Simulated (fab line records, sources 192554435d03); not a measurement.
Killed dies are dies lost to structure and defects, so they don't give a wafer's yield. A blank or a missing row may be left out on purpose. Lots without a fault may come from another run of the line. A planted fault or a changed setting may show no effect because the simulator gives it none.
Split-lot experiment | flow n5_finfet | 7 lots, 39 wafers read, on a route of 1938 steps

THE SPLIT
At N5_PASSIVATION_SPUTTER_20 (material TaN, target thk 50 nm), the setting target_thk_a was moved away from the recipe's 500 angstrom on 12 of the 39 wafers read, by -53.7% to +51.7%. The other wafers ran this setting at the recipe's value.

The reading is taken at the split's own step.

THE READING
TaN_of_PASSIVATION_SPUTTER_20.thk_nm (the simulator's own value, which no gauge read), in nm, at N5_PASSIVATION_SPUTTER_20 (material TaN, target thk 50 nm). The file gives no usual value for it. The 27 wafers here that ran the recipe average 49.7 nm, standard deviation 0.37 nm.

wafer  | tool, chamber at the split | target_thk_a as run, angstrom | against the recipe | TaN_of_PASSIVATION_SPUTTER_20.thk_nm, nm | against lot-mates on the recipe
L074.1 | pvd_sputter-01, -          | 500                           | recipe             | 49.6                                     | -
L074.5 | pvd_sputter-01, -          | 500                           | recipe             | 50                                       | -
L074.6 | pvd_sputter-01, -          | 500                           | recipe             | 49.2                                     | -
L078.1 | pvd_sputter-03, -          | 580                           | +16.0%             | 58                                       | +8.1
L078.4 | pvd_sputter-03, -          | 580                           | +16.0%             | 58                                       | +8.1
L078.2 | pvd_sputter-03, -          | 500                           | recipe             | 50.2                                     | -
L078.3 | pvd_sputter-03, -          | 500                           | recipe             | 49.6                                     | -
L078.5 | pvd_sputter-03, -          | 580                           | +16.0%             | 58.2                                     | +8.3
L078.6 | pvd_sputter-03, -          | 500                           | recipe             | 49.8                                     | -
L079.1 | pvd_sputter-02, -          | 500                           | recipe             | 49.2                                     | -
L079.2 | pvd_sputter-02, -          | 500                           | recipe             | 49.4                                     | -
L079.3 | pvd_sputter-02, -          | 500                           | recipe             | 50.2                                     | -
L079.4 | pvd_sputter-02, -          | 500                           | recipe             | 50.2                                     | -
L079.5 | pvd_sputter-02, -          | 500                           | recipe             | 49.6                                     | -
L079.6 | pvd_sputter-02, -          | 500                           | recipe             | 49.8                                     | -
L081.1 | pvd_sputter-03, -          | 500                           | recipe             | 50                                       | -
L081.2 | pvd_sputter-03, -          | 627.5                         | +25.5%             | 62.8                                     | +12.5
L081.5 | pvd_sputter-03, -          | 627.5                         | +25.5%             | 62.8                                     | +12.5
L081.3 | pvd_sputter-03, -          | 627.5                         | +25.5%             | 63                                       | +12.7
L081.4 | pvd_sputter-03, -          | 500                           | recipe             | 50.4                                     | -
L081.6 | pvd_sputter-03, -          | 500                           | recipe             | 50.6                                     | -
L084.1 | pvd_sputter-03, -          | 500                           | recipe             | 49.6                                     | -
L084.2 | pvd_sputter-03, -          | 758.7                         | +51.7%             | 75                                       | +25.4
L084.6 | pvd_sputter-03, -          | 758.7                         | +51.7%             | 75                                       | +25.4
L084.3 | pvd_sputter-03, -          | 758.7                         | +51.7%             | 74.6                                     | +25.0
L084.4 | pvd_sputter-03, -          | 500                           | recipe             | 49.4                                     | -
L084.5 | pvd_sputter-03, -          | 500                           | recipe             | 49.8                                     | -
L094.1 | pvd_sputter-01, -          | 231.5                         | -53.7%             | 22.6                                     | -27.1
L094.2 | pvd_sputter-01, -          | 500                           | recipe             | 49.8                                     | -
L094.3 | pvd_sputter-01, -          | 500                           | recipe             | 49.8                                     | -
L094.4 | pvd_sputter-01, -          | 231.5                         | -53.7%             | 23                                       | -26.7
L094.5 | pvd_sputter-01, -          | 500                           | recipe             | 49.4                                     | -
L094.6 | pvd_sputter-01, -          | 231.5                         | -53.7%             | 22.8                                     | -26.9
L096.1 | pvd_sputter-01, -          | 500                           | recipe             | 49.6                                     | -
L096.3 | pvd_sputter-01, -          | 500                           | recipe             | 49.6                                     | -
L096.4 | pvd_sputter-01, -          | 500                           | recipe             | 49.6                                     | -
L096.5 | pvd_sputter-01, -          | 500                           | recipe             | 49.6                                     | -
L096.2 | pvd_sputter-01, -          | 500                           | recipe             | 50                                       | -
L096.6 | pvd_sputter-01, -          | 500                           | recipe             | 49                                       | -

THE FIT
A straight line over all 39 wafers: TaN_of_PASSIVATION_SPUTTER_20.thk_nm changes by +0.497 nm for each +1% of target_thk_a; r = +1.00; the points scatter about the line by 0.41 nm.
The same after taking each lot's own level away (the mean of its wafers on the recipe; 39 wafers): +0.495 nm for each +1%; r = +1.00; scatter 0.3 nm.
On that fit, the largest move of target_thk_a shifts the reading by 27 nm.
The lots' own levels span 49.57 to 50.33 nm, that is 2.1 times the standard deviation above.
So the lot-to-lot level changes the slope little: the two slopes agree.
Check: with one of the wafers moved furthest among these (-53.7%) left out of the fit, the line predicts -26.5 nm for it against its lot-mates. It came out at -27.1 nm against them.

OTHER SPLITS ON THESE WAFERS
These wafers also went through other splits before the reading. Each is held against what the fit with the lots' levels taken away leaves over:
other split on the same wafers           | wafers away from the commonest value | r with TaN_of_PASSIVATION_SPUTTER_20.thk_nm (lot level and that fit taken away)
N5_BEOL_M7_TRENCH_ETCH_37 target_depth_a | 12                                   | +0.16
N5_BEOL_M13_SPUTTER_43 target_thk_a      | 15                                   | +0.03

THE FILE'S OWN FIT
TaN_of_PASSIVATION_SPUTTER_20.thk_nm changes by +0.495 nm for each +1% of target_thk_a, r = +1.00.
